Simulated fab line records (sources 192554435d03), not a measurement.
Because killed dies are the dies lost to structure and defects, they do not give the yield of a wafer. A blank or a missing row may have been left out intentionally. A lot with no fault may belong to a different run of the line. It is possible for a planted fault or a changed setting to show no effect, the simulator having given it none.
8D (eight disciplines) problem report, filled in by code ; flow n5-finfet ; the parts of the form that need people (team, actions taken, sign-off) are left out
Where a reading is given only as a bound, like >300, the bound stands for it, and a mean or a difference that rests on one is marked > or <: the true number lies beyond.

## 1. WHAT WENT WRONG
raw-defect-count at N5_MIM_TOP_LITHO_INSPECT_12 reads a mean of >300 on 5 wafers of 3 lots; wafers without a fault read 2.1 with a standard deviation of 1.3. That is +99 or more standard deviations from the usual mean.
The step: inspects for defects (macro).
Earliest sighting: wafer L637.5 on defect-inspect-02 at day 16 16:35. The record holds 33 wafers of 11 lots with a number at this step. By rule, "out" or "out of limits" means more than 4 standard deviations away from the usual mean. All remaining wafers that have a number are taken as sound.

## 2. WHAT IT IS AND WHAT IT IS NOT
question;is;is not
which readings at this step;raw-defect-count;-
which lots;L637, L638, L639;L619, L621, L626, L628, L629, L630, L632, L642
which wafers of those lots;L637.5, L638.3, L638.6, L639.1, L639.3;L637.2, L637.6, L638.1, L639.2
read on which gauges;defect-inspect-01, defect-inspect-02;-
when;from day 16 16:35;"up to then (23 sound wafers); but 5 sound wafers of L638, L639, L642 came after"

## 3. WHAT RULES OUT EACH SUSPECT
Counting: any tool at a process step up to the reading remains a suspect provided it ran every lot that is out. Sound lots after the first of them don't rule it out here, since some wafers of a struck lot are sound.
- the gauge at N5_MIM_TOP_LITHO_INSPECT_12 is ruled out. Those wafers that are out were read across 2 gauges (defect-inspect-01, defect-inspect-02).
- pecvd-02 at N5_PASSIVATION_PECVD_00 (deposits SiO2 from SiH4/N2O, target thk 200 nm, time 11.2 s): kept. Ran every lot that is out, first one L637 (day 16 12:01); last sound lot up to then L632 (day 15 18:52).
- In pecvd-02 at N5_PASSIVATION_PECVD_00, the wafers that are out were processed in chamber 0 and their sound lot-mates in chambers 1, 2.
After counting, what remains is pecvd-02 at N5_PASSIVATION_PECVD_00.

## 4. THE CAUSE (what the simulator had put in)
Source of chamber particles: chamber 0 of pecvd-02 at N5_PASSIVATION_PECVD_00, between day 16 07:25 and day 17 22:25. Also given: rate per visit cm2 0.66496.
This tool alone remained once counting was done.

## 5. SEQUENCE OF EFFECTS, ordered by route
Each row: a reading where the mean over the struck wafers with a number is more than 3 standard deviations away from the usual. Readings are gone through only where the record gives a usual standard deviation; hours: the median, over the lots, of the time from a lot's start at the first step in this table giving one to that lot's start at this step; sigmas: the change measured in usual standard deviations.
hours;step;reading;usual;on struck wafers;change;sigmas
0;N5_MIM_TOP_LITHO_INSPECT_12;raw-defect-count;2.1;>300;>+298;+99 or more
10;N5_PASSIVATION_PROBE_49;defect-limited-yield;91.2 %;84.1;-7.1;-5.1
10;N5_PASSIVATION_PROBE_49;killed-at-other;4;107;+103;+31
10;N5_PASSIVATION_PROBE_49;killed-dies;104;188;+84;+5.2
10;N5_PASSIVATION_PROBE_49;sort_bin_5_function;5.1 %;10.1;+5.0;+5.5
10;N5_PASSIVATION_PROBE_49;sort-n-pass;1076;992;-84;-5.2
10;N5_PASSIVATION_PROBE_49;sort-yield-pct;91.2 %;84.1;-7.1;-5.1
Here are the process steps it includes:
- N5_PASSIVATION_PROBE_49

## 6. WHAT WOULD HAVE CAUGHT IT SOONER
The first out-of-limits reading at a measuring or inspecting step in this record came at day 16 16:35, 9 hours after the fault's start at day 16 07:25.
Of the tool readings at N5_PASSIVATION_PECVD_00 for which the record gives a usual standard deviation, none was out on any struck wafer, so an alarm limit of 4 standard deviations on them would not have fired.
Among the 3 lots that are out, L639 began N5_PASSIVATION_PECVD_00 on pecvd-02 after day 16 16:35. Holding the tool at that time would have saved it.
